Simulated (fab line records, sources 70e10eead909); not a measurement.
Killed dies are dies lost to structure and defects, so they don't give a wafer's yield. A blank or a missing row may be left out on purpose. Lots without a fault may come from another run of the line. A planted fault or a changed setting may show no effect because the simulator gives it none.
Chamber matching | flow nand_harc | NHARC_P_GATE_DESCUM_13 on rie_diel-04: 4 sister chambers
The step chemistry O2, time 3 s. 20 wafers are shown with their chamber, then 10 later ones without.

WAFERS WITH THEIR CHAMBER
wafer  | chamber | showerhead_plenum_p_Torr (Torr) | drypump_motor_current_A (A) | oes_product_au (a.u.)
L077.1 | 2       | 1.91                            | 5.8                         | 1.001
L077.2 | 0       | 1.93                            | 5.6                         | 1.004
L077.6 | 0       | 1.93                            | 5.6                         | 0.996
L080.3 | 3       | 1.84                            | 5.3                         | 1.005
L080.4 | 2       | 1.91                            | 5.8                         | 1.002
L080.5 | 0       | 1.93                            | 5.6                         | 1.002
L081.4 | 0       | 1.93                            | 5.6                         | 0.996
L081.5 | 2       | 1.91                            | 5.8                         | 1.010
L081.6 | 1       | 1.93                            | 4.9                         | 0.995
L087.2 | 0       | 1.92                            | 5.6                         | 0.978
L087.4 | 2       | 1.91                            | 5.9                         | 1.008
L087.5 | 0       | 1.92                            | 5.6                         | 0.980
L086.1 | 1       | 1.93                            | 5.0                         | 1.003
L086.2 | 0       | 1.92                            | 5.6                         | 0.988
L086.4 | 2       | 1.91                            | 5.8                         | 1.011
L088.2 | 3       | 1.84                            | 5.2                         | 1.006
L088.4 | 2       | 1.91                            | 5.8                         | 1.007
L088.5 | 1       | 1.93                            | 5.0                         | 1.008
L091.2 | 0       | 1.92                            | 5.6                         | 0.984
L091.3 | 2       | 1.90                            | 5.8                         | 1.009

SIGNATURES (means of the wafers above)
reading                  | chamber 0 | chamber 1 | chamber 2 | chamber 3 | scatter within a chamber
showerhead_plenum_p_Torr | 1.9250    | 1.9300    | 1.9086    | 1.8400    | 0.00423
drypump_motor_current_A  | 5.600     | 4.967     | 5.814     | 5.250     | 0.0356
oes_product_au           | 0.99100   | 1.00200   | 1.00686   | 1.00550   | 0.00735
Rule: a wafer's distance from a chamber is the root of the sum, over the readings, of the square of ((its reading less the chamber's mean) divided by the reading's scatter). The wafer belongs to the nearest chamber; if the next one is less than 2 further off, it can't be placed. The scatter: the root of (the sum of the squares of (reading less its chamber's mean) over the shown wafers, divided by (wafers less chambers)).

WAFERS WITHOUT THEIR CHAMBER
wafer  | showerhead_plenum_p_Torr (Torr) | drypump_motor_current_A (A) | oes_product_au (a.u.)
L091.4 | 1.84                            | 5.3                         | 1.007
L093.1 | 1.84                            | 5.2                         | 1.001
L093.3 | 1.90                            | 5.8                         | 1.019
L093.6 | 1.92                            | 5.6                         | 0.976
L097.1 | 1.92                            | 5.6                         | 0.984
L097.4 | 1.92                            | 4.9                         | 1.015
L097.6 | 1.92                            | 5.6                         | 0.987
L096.1 | 1.92                            | 5.6                         | 0.988
L096.3 | 1.83                            | 5.2                         | 0.992
L096.5 | 1.92                            | 5.0                         | 1.005

WHICH CHAMBER EACH WENT THROUGH
wafer  | from the rows above | in truth
L091.4 | 3                   | 3
L093.1 | 3                   | 3
L093.3 | 2                   | 2
L093.6 | 0                   | 0
L097.1 | 0                   | 0
L097.4 | 1                   | 1
L097.6 | 0                   | 0
L096.1 | 0                   | 0
L096.3 | 3                   | 3
L096.5 | 1                   | 1
Placed correctly: 10 of 10. Can't be placed from these rows: 0. Placed wrongly: 0.
